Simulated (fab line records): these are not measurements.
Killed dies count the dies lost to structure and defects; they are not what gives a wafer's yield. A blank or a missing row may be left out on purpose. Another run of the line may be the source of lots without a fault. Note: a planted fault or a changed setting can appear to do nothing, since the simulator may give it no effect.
The tool behind it: which one?	flow n5-finfet	12 lots with 34 wafers sampled at 5 steps, on a route of 1938 steps

== WHAT THE GAUGES SHOWED, per wafer ==
N5_SD_EPI_N_EPI_MEAS_23. Usual: thk-nm 59.5 nm, standard deviation 1.2.
lot	measured	on	thk-nm (nm)	flag
L842	day 3 09:53	film-metro-02	60.0 59.2 59.8	
L843	day 3 19:50	film-metro-02	58.7 59.0 59.7	
L848	day 5 02:41	film-metro-02	60.0 64.1 60.0	
L851	day 5 17:27	film-metro-02	58.9 60.5 59.3	
L856	day 7 03:32	film-metro-01	61.5 60.4 59.6	
L857	day 7 06:38	film-metro-01	59.4 57.4 58.1	
L859	day 7 18:55	film-metro-01	59.0 59.6 58.5	
L860	day 7 23:57	film-metro-01	60.8 60.3	
L861	day 8 08:10	film-metro-02	59.3 61.0	
L862	day 8 13:26	film-metro-01	59.6 62.1 60.9	
L863	day 8 18:33	film-metro-02	57.4 59.4 58.0	
L864	day 9 01:03	film-metro-02	60.7 59.8 59.5	

N5_SD_EPI_P_OVL_MEAS_10. Usual: SD_P_BLK_OVL -0.4 nm, standard deviation 0.69.
lot	measured	on	SD_P_BLK_OVL (nm)	flag
L842	day 3 10:52	overlay-02	-1.5 0.5 0.2	
L843	day 3 21:15	overlay-01	-1.1 0.2 -1.1	
L848	day 5 03:56	overlay-01	0.6 -0.2 -0.5	
L851	day 5 18:19	overlay-01	0.0 0.0 0.1	
L856	day 7 04:42	overlay-02	-1.2 -0.2 0.1	
L857	day 7 07:59	overlay-01	0.5 0.6 1.9	
L859	day 7 19:53	overlay-01	-0.3 -0.4 -0.1	
L860	day 8 01:03	overlay-01	-0.3 -0.9	
L861	day 8 09:05	overlay-02	0.1 -0.2	
L862	day 8 14:27	overlay-02	-0.3 -1.0 0.7	
L863	day 8 20:25	overlay-02	-0.4 -0.1 0.0	
L864	day 9 02:07	overlay-02	0.4 -0.3 -0.4	

== EACH LOT AND THE TOOL THAT RAN IT (in order: tool; ch and the chambers of the sampled wafers; start) ==
lot	N5_DUMMY_GATE_ETCH_44	N5_SD_EPI_N_ETCH_35	N5_SD_EPI_N_EPI_21
L842	rie-si-01 ch 0,1, day 3 04:59	rie-diel-06 ch 1,2, day 3 06:35	epi-rpcvd-01 ch 0, day 3 08:43
L843	rie-si-02 ch 1,2,3, day 3 14:19	rie-diel-01 ch 0,1, day 3 15:46	epi-rpcvd-01 ch 0, day 3 17:34
L848	rie-si-02 ch 0,3, day 4 20:17	rie-diel-06 ch 0,2,3, day 4 22:38	epi-rpcvd-01 ch 0, day 5 00:24
L851	rie-si-01 ch 0,2,3, day 5 11:51	rie-diel-06 ch 0,3, day 5 13:25	epi-rpcvd-02 ch 0, day 5 15:33
L856	rie-si-02 ch 1,2,3, day 6 22:20	rie-diel-03 ch 0,1, day 7 00:14	epi-rpcvd-04 ch 0, day 7 01:49
L857	rie-si-01 ch 0,2, day 6 23:01	rie-diel-03 ch 0,1,2, day 7 02:36	epi-rpcvd-02 ch 0, day 7 04:22
L859	rie-si-02 ch 1,3, day 7 12:51	rie-diel-06 ch 1,2,3, day 7 14:50	epi-rpcvd-02 ch 0, day 7 17:00
L860	rie-si-01 ch 1, day 7 18:58	rie-diel-06 ch 0,3, day 7 20:39	epi-rpcvd-04 ch 0, day 7 22:31
L861	rie-si-06 ch 1,3, day 8 03:03	rie-diel-06 ch 0,3, day 8 04:37	epi-rpcvd-04 ch 0, day 8 06:43
L862	rie-si-01 ch 2,3, day 8 08:19	rie-diel-03 ch 0,1,3, day 8 10:16	epi-rpcvd-04 ch 0, day 8 12:32
L863	rie-si-01 ch 0,1, day 8 13:06	rie-diel-06 ch 0,1,3, day 8 15:14	epi-rpcvd-01 ch 0, day 8 16:50
L864	rie-si-06 ch 1,2,3, day 8 17:24	rie-diel-03 ch 1,2, day 8 21:45	epi-rpcvd-04 ch 0, day 8 23:37
- N5_DUMMY_GATE_ETCH_44: etches poly-Si in HBr/O2, stops on SiO2, target depth 127.5 nm.
- N5_SD_EPI_N_ETCH_35: etches SOC in N2/H2, overetch 108 nm, time 486 s.
- N5_SD_EPI_N_EPI_21: deposits Si:P, time 690 s.

== AS READ BY THE TOOLS THEMSELVES (means over the sampled wafers that have a number; for cases with no such wafer, the mark the record gives instead) ==
N5_DUMMY_GATE_ETCH_44. Usual: drypump-motor-current-A 5.7 A, standard deviation 0.36; oes-product-au 0.725 a.u., standard deviation 0.013; throttle-valve-pct 18.38 %, standard deviation 0.2.
lot	tool	drypump-motor-current-A (A)	oes-product-au (a.u.)	throttle-valve-pct (%)	flag
L842	rie-si-01	5.9	0.730	18.26	
L843	rie-si-02	6.0	0.735	18.36	
L848	rie-si-02	5.6	0.728	18.52	
L851	rie-si-01	5.7	0.732	18.38	
L856	rie-si-02	6.1	0.741	18.37	
L857	rie-si-01	5.7	0.716	18.33	
L859	rie-si-02	5.7	0.733	18.27	
L860	rie-si-01	6.1	0.746	18.22	
L861	rie-si-06	5.6	0.708	18.59	
L862	rie-si-01	5.7	0.708	18.46	
L863	rie-si-01	5.9	0.734	18.25	
L864	rie-si-06	5.4	0.718	18.58	

N5_SD_EPI_N_ETCH_35. Usual: drypump-motor-current-A 5.7 A, standard deviation 0.44; oes-product-au 0.69 a.u., standard deviation 0.084; rf-vpp-V 240.3 V, standard deviation 1.1; showerhead-plenum-p-Torr 2.51 Torr, standard deviation 0.061; throttle-valve-pct 23.8 %, standard deviation 0.34.
lot	tool	drypump-motor-current-A (A)	oes-product-au (a.u.)	rf-vpp-V (V)	showerhead-plenum-p-Torr (Torr)	throttle-valve-pct (%)	flag
L842	rie-diel-06	5.2	0.80	241.3	2.57	24.0	
L843	rie-diel-01	5.3	0.64	240.8	2.51	23.9	
L848	rie-diel-06	5.6	0.73	240.0	2.52	23.8	
L851	rie-diel-06	5.9	0.65	240.5	2.49	23.8	
L856	rie-diel-03	5.7	0.78	240.4	2.55	23.5	
L857	rie-diel-03	5.6	0.71	239.9	2.48	23.8	
L859	rie-diel-06	5.5	0.67	240.3	2.53	24.0	
L860	rie-diel-06	5.8	0.66	239.9	2.47	23.8	
L861	rie-diel-06	5.8	0.65	239.9	2.47	23.7	
L862	rie-diel-03	5.6	0.72	240.2	2.53	23.8	
L863	rie-diel-06	5.8	0.64	239.4	2.47	23.8	
L864	rie-diel-03	5.8	0.83	242.0	2.63	23.4	

== THE ANSWER, worked out from the rows above alone ==
Rule: a lot is off if the mean of its wafers that have a number lies more than 3 standard deviations from the usual mean. A lot without any number at a reading at which 4 lots or more have one is off too. All remaining lots with rows at the step are treated as sound. Order of review: gauges by route order, followed by the tools' own readings, for which a lot's mean as printed above is used. At the first step where some lot is off, the reading lying furthest off is the one used; lots without a number count as furthest.
No lot is off on any of the readings shown, so nothing can be concluded from this.

== WHAT THE SIMULATOR PUT IN ==
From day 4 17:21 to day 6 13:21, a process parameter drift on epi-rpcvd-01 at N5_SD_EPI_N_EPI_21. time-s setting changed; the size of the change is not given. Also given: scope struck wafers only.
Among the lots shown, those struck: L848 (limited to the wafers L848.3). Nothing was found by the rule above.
